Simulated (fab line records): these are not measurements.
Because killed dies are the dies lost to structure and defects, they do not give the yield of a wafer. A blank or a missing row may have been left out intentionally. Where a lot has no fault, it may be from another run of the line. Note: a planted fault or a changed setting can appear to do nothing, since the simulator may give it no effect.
Matching of chambers | flow n5Finfet | 4 sister chambers for N5_BEOL_M0_SAQP_MANDREL2_REMOVE_110 on rieSi-01
The step chemistry HBr/Cl2/O2, target a-Si, stops on SiCN, bt time 10 s. 4 wafers are shown with their chamber, then 7 later ones without.

== WAFERS WITH THEIR CHAMBER ==
wafer  | chamber | throttleValvePct (%)
L089.5 | 2       | 36.6
L089.6 | 3       | 36.8
L090.1 | 0       | 36.4
L090.4 | 1       | 37.2

== WAFERS WITHOUT THEIR CHAMBER ==
wafer  | throttleValvePct (%)
L090.5 | 36.8
L091.2 | 37.2
L091.3 | 36.4
L091.5 | 36.5
L093.1 | 37.2
L093.2 | 36.5
L093.6 | 36.8

== WHICH CHAMBER EACH ONE RAN IN ==
wafer  | from the rows above     | in truth
L090.5 | 3                       | 3
L091.2 | 1                       | 1
L091.3 | 0                       | 0
L091.5 | can't be placed: 0 or 2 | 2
L093.1 | 1                       | 1
L093.2 | can't be placed: 0 or 2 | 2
L093.6 | 3                       | 3
Correct placement for 5 of the 7. Can't be placed from these rows: 2 (the true chamber is among the candidates in 2). Wrongly placed: 0.
How it was worked out, from the rows above alone: a wafer's distance from a chamber is the root of the sum, over the readings, of the square of ((its reading less the chamber's mean) divided by the reading's scatter). If the next closest chamber is less than 2 further off than the closest, the wafer can't be placed; otherwise it belongs to the closest. The mean given for a chamber averages the wafers shown for that chamber. The scatter: root of mean squared gap, hidden wafer to nearest shown wafer, with one shown wafer a chamber.
